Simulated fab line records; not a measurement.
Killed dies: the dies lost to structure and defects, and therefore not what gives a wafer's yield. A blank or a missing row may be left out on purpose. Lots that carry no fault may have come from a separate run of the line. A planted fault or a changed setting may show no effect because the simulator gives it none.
Which tool did it? + flow nand-harc + 30 wafers from 10 lots sampled at 4 of the route's 1302 steps

== WHAT THE GAUGES READ, wafer by wafer ==
NHARC_P_STI_CD_MEAS_09: the cd target is 200 nm. Usual: cd-nm reads 199.9 nm (standard deviation 1.7).
| lot  | measured     | on        | cd-nm (nm)                          | flag |
|------|--------------|-----------|-------------------------------------|------|
| L176 | day 2 23:00  | cd-sem-01 | 198.1 198.8 200.6                   |      |
| L177 | day 3 07:37  | cd-sem-01 | 199.6 200.3 198.5                   |      |
| L181 | day 4 22:17  | cd-sem-01 | 201.1 199.2 199.3                   |      |
| L182 | day 5 06:55  | cd-sem-03 | 197.1 200.9 198.8                   |      |
| L185 | day 6 15:28  | cd-sem-03 | 230.4 231.7 230.0 231.3 232.0 230.1 | OFF  |
| L186 | day 7 04:26  | cd-sem-03 | 202.3 202.9 202.3                   |      |
| L188 | day 7 18:35  | cd-sem-02 | 198.5 199.7 199.4                   |      |
| L196 | day 11 06:17 | cd-sem-02 | 203.9 201.2 201.9                   |      |
| L197 | day 11 12:08 | cd-sem-03 | 197.0 197.4 196.7                   |      |
| L198 | day 12 00:43 | cd-sem-02 | 202.6 203.4 202.9                   |      |

NHARC_P_STI_OCD_MEAS_17. Usual: trench-depth-nm 301 nm, standard deviation 3.9; trench-foot-cd-nm 157.8 nm, standard deviation 1.7.
| lot  | measured     | on     | trench-depth-nm (nm)    | trench-foot-cd-nm (nm)              | flag |
|------|--------------|--------|-------------------------|-------------------------------------|------|
| L176 | day 2 23:47  | ocd-01 | 300 300 298             | 156.0 157.0 159.0                   |      |
| L177 | day 3 08:25  | ocd-01 | 301 299 302             | 157.9 158.1 156.4                   |      |
| L181 | day 4 23:04  | ocd-01 | 299 296 297             | 159.9 158.0 157.6                   |      |
| L182 | day 5 07:42  | ocd-01 | 299 301 300             | 155.4 158.7 156.8                   |      |
| L185 | day 6 21:07  | ocd-01 | 296 295 300 296 295 301 | 189.9 190.5 188.4 189.4 190.7 188.5 | OFF  |
| L186 | day 7 05:13  | ocd-01 | 295 295 299             | 161.1 161.8 160.4                   |      |
| L188 | day 7 19:22  | ocd-02 | 298 296 301             | 156.9 158.2 156.7                   |      |
| L196 | day 11 07:04 | ocd-01 | 297 295 300             | 162.0 159.9 160.0                   |      |
| L197 | day 11 12:58 | ocd-02 | 295 304 298             | 155.8 155.0 154.6                   |      |
| L198 | day 12 01:30 | ocd-01 | 300 305 306             | 160.1 161.0 160.1                   |      |

== WHICH TOOL RAN EACH LOT (tool, then ch and the chambers of the sampled wafers, then the start) ==
| lot  | NHARC_P_ZERO_WELL_ETCH_62                     | NHARC_P_STI_EXPOSE_06             |
|------|-----------------------------------------------|-----------------------------------|
| L176 | rie-diel-03 ch 1,3, day 2 22:51 or earlier    | krf-scanner-03 ch 0, day 2 22:51  |
| L177 | rie-diel-02 ch 2,3, day 3 07:28 or earlier    | krf-scanner-02 ch 0, day 3 07:28  |
| L181 | rie-diel-02 ch 1,2,3, day 4 22:08 or earlier  | krf-scanner-04 ch 0, day 4 22:08  |
| L182 | rie-diel-02 ch 1,2, day 5 06:46 or earlier    | krf-scanner-02 ch 0, day 5 06:46  |
| L185 | rie-diel-02 ch 0,2,3, day 6 15:19 or earlier  | krf-scanner-04 ch 0, day 6 15:19  |
| L186 | rie-diel-08 ch 0,3, day 7 04:17 or earlier    | krf-scanner-03 ch 0, day 7 04:17  |
| L188 | rie-diel-08 ch 2,3, day 7 18:26 or earlier    | krf-scanner-04 ch 0, day 7 18:26  |
| L196 | rie-diel-03 ch 1,2, day 11 06:08 or earlier   | krf-scanner-04 ch 0, day 11 06:08 |
| L197 | rie-diel-03 ch 0,1,3, day 11 11:59 or earlier | krf-scanner-03 ch 0, day 11 11:59 |
| L198 | rie-diel-02 ch 0,1,2, day 12 00:34 or earlier | krf-scanner-04 ch 0, day 12 00:34 |
- NHARC_P_ZERO_WELL_ETCH_62: etches the open film in CHF3/Ar, target depth 13 nm, time 6.5 s.
- NHARC_P_STI_EXPOSE_06: exposes mask P STI, target cd 200 nm.

== WHAT THE TOOLS THEMSELVES READ (means of the sampled wafers that have a number; where no wafer has one, the mark that the record gives instead) ==
NHARC_P_ZERO_WELL_ETCH_62. Usual: chamber-pressure-mTorr 25.003 mTorr, standard deviation 0.024; drypump-motor-current-A 6.0 A, standard deviation 0.36; oes-product-au 0.959 a.u., standard deviation 0.012; rf-vpp-V 371.3 V, standard deviation 2.5; showerhead-plenum-p-Torr 2.37 Torr, standard deviation 0.11; throttle-valve-pct 20.215 %, standard deviation 0.0085.
| lot  | tool        | chamber-pressure-mTorr (mTorr) | drypump-motor-current-A (A) | oes-product-au (a.u.) | rf-vpp-V (V) | showerhead-plenum-p-Torr (Torr) | throttle-valve-pct (%) | flag |
|------|-------------|--------------------------------|-----------------------------|-----------------------|--------------|---------------------------------|------------------------|------|
| L176 | rie-diel-03 | 25.008                         | 5.8                         | 0.954                 | 370.6        | 2.37                            | 20.207                 |      |
| L177 | rie-diel-02 | 24.999                         | 6.1                         | 0.968                 | 370.3        | 2.30                            | 20.225                 |      |
| L181 | rie-diel-02 | 25.006                         | 5.9                         | 0.962                 | 372.7        | 2.40                            | 20.214                 |      |
| L182 | rie-diel-02 | 25.003                         | 6.2                         | 0.950                 | 373.5        | 2.48                            | 20.223                 |      |
| L185 | rie-diel-02 | 24.987                         | 6.1                         | 0.956                 | 370.2        | 2.33                            | 20.215                 |      |
| L186 | rie-diel-08 | 24.986                         | 6.3                         | 0.963                 | 371.3        | 2.39                            | 20.210                 |      |
| L188 | rie-diel-08 | 24.990                         | 6.1                         | 0.963                 | 372.2        | 2.45                            | 20.215                 |      |
| L196 | rie-diel-03 | 24.980                         | 6.1                         | 0.974                 | 371.2        | 2.33                            | 20.218                 |      |
| L197 | rie-diel-03 | 25.013                         | 5.8                         | 0.951                 | 371.6        | 2.43                            | 20.215                 |      |
| L198 | rie-diel-02 | 25.005                         | 6.0                         | 0.965                 | 372.6        | 2.42                            | 20.211                 |      |

NHARC_P_STI_EXPOSE_06. Usual: exposure-dose-mJ-cm2 reads 37.69 (standard deviation 0.036).
| lot  | tool           | exposure-dose-mJ-cm2 | flag |
|------|----------------|----------------------|------|
| L176 | krf-scanner-03 | 37.70                |      |
| L177 | krf-scanner-02 | 37.73                |      |
| L181 | krf-scanner-04 | 37.73                |      |
| L182 | krf-scanner-02 | 37.74                |      |
| L185 | krf-scanner-04 | 37.69                |      |
| L186 | krf-scanner-03 | 37.65                |      |
| L188 | krf-scanner-04 | 37.64                |      |
| L196 | krf-scanner-04 | 37.66                |      |
| L197 | krf-scanner-03 | 37.67                |      |
| L198 | krf-scanner-04 | 37.65                |      |

== THE ANSWER, worked out from the rows above alone ==
Rule: a lot is off if the mean of its wafers that have a number lies more than 3 standard deviations from the usual mean. Also off: a lot with no number at a reading for which 4 or more lots have one. The other lots that the step has rows for count as sound. After the gauges, taken in route order, come the tools' own readings; for these a lot's mean is taken, as printed above. At the first step where some lot is off, the reading lying furthest off is the one used; lots without a number count as furthest.
Off: L185 (NHARC_P_STI_CD_MEAS_09, cd-nm).
If a tool, at a process step before that reading, ran all the lots that are off and no sound lot after the first of them, it fits. The gauges at NHARC_P_STI_CD_MEAS_09 aren't tried: what is off there is off at NHARC_P_STI_OCD_MEAS_17 too, on other tools, and a gauge's error can't cause that. NHARC_P_ZERO_WELL_ETCH_62 gives no start for some lots, so the hours and the order of its lots are those of NHARC_P_STI_EXPOSE_06. No candidate that was tried fits.

== WHAT THE SIMULATOR PUT IN ==
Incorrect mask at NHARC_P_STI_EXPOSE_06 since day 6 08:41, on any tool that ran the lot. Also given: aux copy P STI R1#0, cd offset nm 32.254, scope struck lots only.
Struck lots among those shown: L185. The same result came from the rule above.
